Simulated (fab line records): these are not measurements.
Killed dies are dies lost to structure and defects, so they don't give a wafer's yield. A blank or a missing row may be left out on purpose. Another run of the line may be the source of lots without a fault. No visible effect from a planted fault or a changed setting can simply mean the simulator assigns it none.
Struck lot and sound lot, side by side | flow n5Finfet | 34 steps out of a route of 1938
Sound: these wafers, L699.1, L699.2, L699.4. Struck: wafer L706.4 (L706.5, L706.6, from the same lot, were not struck and are left out); the cause is given at the end.
Per side, at each step with rows, come the tool, then ch with its chambers, and then its first start. Under that, the readings that differ: sound wafers | struck wafers | difference of the means | sigmas: that difference in standard deviations of wafers without a fault.
alike: a reading whose means differ by less than 2 such deviations, as well as words and numbers matching on both sides. not compared: withheld readings; readings where some wafer has no value; bounds like >300 that might hide an equal value; numbers whose values overlap and for which the record gives no deviation.
A row with sigmas, a row that says differs or no value, or rows on one side alone: a step with any of these is where the two part. Numbers that don't overlap but have no deviation are shown without sigmas and don't part them. A reading that every wafer of one side lacks parts them only if that side has two wafers or more.

first, 10 steps without rows for these wafers: N5_BEOL_M11_TRENCH_ETCH_37 (etches SiCOH lowk in C4F6/O2, target depth 148.83 nm, time 48 s); N5_BEOL_M11_ETCH_41 (etches SiCN in CH3F/O2, target depth 42.6 nm, time 86 s); N5_BEOL_M11_STRIP_77 (strips in N2/H2, time 10 s); N5_BEOL_M11_HM_STRIP_39 (strips TiN in peroxide tin strip, target depth 25 nm, time 158 s); N5_BEOL_M11_SRD_40 (time 30 s); N5_BEOL_M11_PRECLEAN_42 (cleans in residue remover, time 60 s); N5_BEOL_M11_SRD_43 (time 30 s); N5_BEOL_M11_CURE_72 (cures SiCOH lowk, time 120 s); N5_BEOL_M11_DEGAS_44 (time 60 s); N5_BEOL_M11_PRE_CLEAN_45 (time 30 s).
N5_BEOL_M11_ALD_74: deposits TaN, target thk 2 nm, pulse time 2 s, purge time 3 s.
  sound on aldMetal-04 ch 0,1,3, day 12 06:49; struck on aldMetal-04 ch 2, day 14 15:03
  alike: chamberPressureTorr, heaterPowerW, susceptorTempC
then, 22 steps without rows for these wafers: N5_BEOL_M11_SURFACE_TREAT_76; N5_BEOL_M11_CVD_75 (deposits Co from CCTBA/H2, target thk 2 nm, time 138.9 s); N5_BEOL_M11_SPUTTER_48 (material Cu, target thk 12 nm, time 2 s); N5_BEOL_M11_ECD_50 (material Cu, target thk 318 nm); N5_BEOL_M11_ANNEAL_51 (time 90 s); N5_BEOL_M11_CMP_52 (polishes, stops on SiCOH lowk, t overpolish 7 s, target thk 140 nm); N5_BEOL_M11_PRE_CLEAN_55 (time 15 s); N5_BEOL_M11_DEP_56 (deposits SiCN from 3MS/NH3, target thk 30 nm, time 10.5 s); N5_BEOL_M12_ILD_DEP_00 (deposits SiOC from DEMS/O2, target thk 658.92 nm, time 130.7 s); N5_BEOL_M12_COAT_58 (time 60 s, resist thk 89 nm); N5_BEOL_M12_COAT_04 (resist thk 400 nm); N5_BEOL_M12_EBR_06; N5_BEOL_M12_SOFTBAKE_05 (time 60 s); N5_BEOL_M12_EXPOSE_07 (exposes mask V11); N5_BEOL_M12_PEB_08 (peb time 90 s); N5_BEOL_M12_DEVELOP_09 (develop time 45 s); N5_BEOL_M12_HARDBAKE_14 (time 120 s); N5_BEOL_M12_DESCUM_15 (chemistry O2, time 7.9 s); N5_BEOL_M12_ETCH_59 (etches BARC in N2/H2, target depth 89 nm, overetch 26.7 nm, time 67.9 s); N5_BEOL_M12_VIA_ETCH_16 (etches SiOC in C4F8/O2/Ar, target depth 724.8 nm); N5_BEOL_M12_STRIP_63 (strips in N2/H2); N5_BEOL_M12_STRIP_64 (strips in N2/H2).
N5_PASSIVATION_PROBE_49:
  sound: prober-01 at day 14 01:16; struck: prober-01 at day 16 09:38
reading                 | sound          | struck | difference | sigmas
defectLimitedYield (%)  | 92.6 91.2 89.8 | 85.3   | -5.9       | -4
killed_at_M4_up         | 7 12 19        | 94     | +81        | +13
killedAtOther           | 9 5 7          | 1      | -6         | -2
killedDies              | 87 104 120     | 173    | +69        | +4
killedOnRim             | 16 12 22       | 33     | +16        | +4
sort_bin_5_function (%) | 4.1 5.3 5.7    | 9.3    | +4.3       | +5
sortNPass               | 1093 1076 1060 | 1007   | -69        | -4
sortYieldPct (%)        | 92.6 91.2 89.8 | 85.3   | -5.9       | -4
  alike: killed_at_M0_to_M3, killedAtContacts, killedAtFrontEnd, killedOpen, killedShort, sort_bin_6_memory

WHERE THEY PART
Within this record, at N5_PASSIVATION_PROBE_49 only.

WHY: what had been put in by the simulator
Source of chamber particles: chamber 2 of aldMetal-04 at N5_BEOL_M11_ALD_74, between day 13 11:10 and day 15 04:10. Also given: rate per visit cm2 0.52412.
